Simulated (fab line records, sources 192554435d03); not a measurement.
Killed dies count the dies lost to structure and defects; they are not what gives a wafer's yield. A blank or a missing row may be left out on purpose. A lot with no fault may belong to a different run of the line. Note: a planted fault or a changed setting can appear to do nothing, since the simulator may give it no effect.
Chamber matching -- flow n5Finfet -- 4 sister chambers for N5_HKMG_FIN_ETCH_58 on rieDiel-02
The step etches SOC in N2/H2, target depth 215.8 nm, time 741 s. 8 wafers are shown with their chamber, then 8 later ones without.

## WAFERS WITH THEIR CHAMBER
wafer,chamber,drypumpMotorCurrentA (A),showerheadPlenumPTorr (Torr)
L074.5,0,6.2,2.64
L077.1,0,6.2,2.63
L085.1,2,5.1,2.66
L085.4,3,5.3,2.60
L089.2,3,5.3,2.60
L089.3,2,5.1,2.66
L089.6,1,5.7,2.56
L091.2,1,5.8,2.56

## WAFERS WHOSE CHAMBER IS MISSING
wafer,drypumpMotorCurrentA (A),showerheadPlenumPTorr (Torr)
L091.3,6.2,2.62
L091.4,5.3,2.60
L094.2,6.2,2.62
L094.3,5.7,2.56
L094.5,5.1,2.65
L097.1,5.3,2.59
L097.4,6.2,2.61
L097.5,5.1,2.65

## WHICH CHAMBER EACH ONE RAN IN
wafer,from the rows above,in truth
L091.3,0,0
L091.4,3,3
L094.2,0,0
L094.3,1,1
L094.5,2,2
L097.1,3,3
L097.4,0,0
L097.5,2,2
Correctly placed: 8 of 8. Number that these rows cannot place: 0. Wrongly placed: 0.
How it was worked out, from the rows above alone: a wafer's distance from a chamber is the root of the sum, over the readings, of the square of ((its reading less the chamber's mean) divided by the reading's scatter). The wafer belongs to the nearest chamber; if the next one is less than 2 further off, it can't be placed. Each chamber's mean is taken over the wafers shown for it. The scatter: take each reading less its chamber's mean, square it, sum over the shown wafers, divide by the number of wafers less the number of chambers, and take the root.
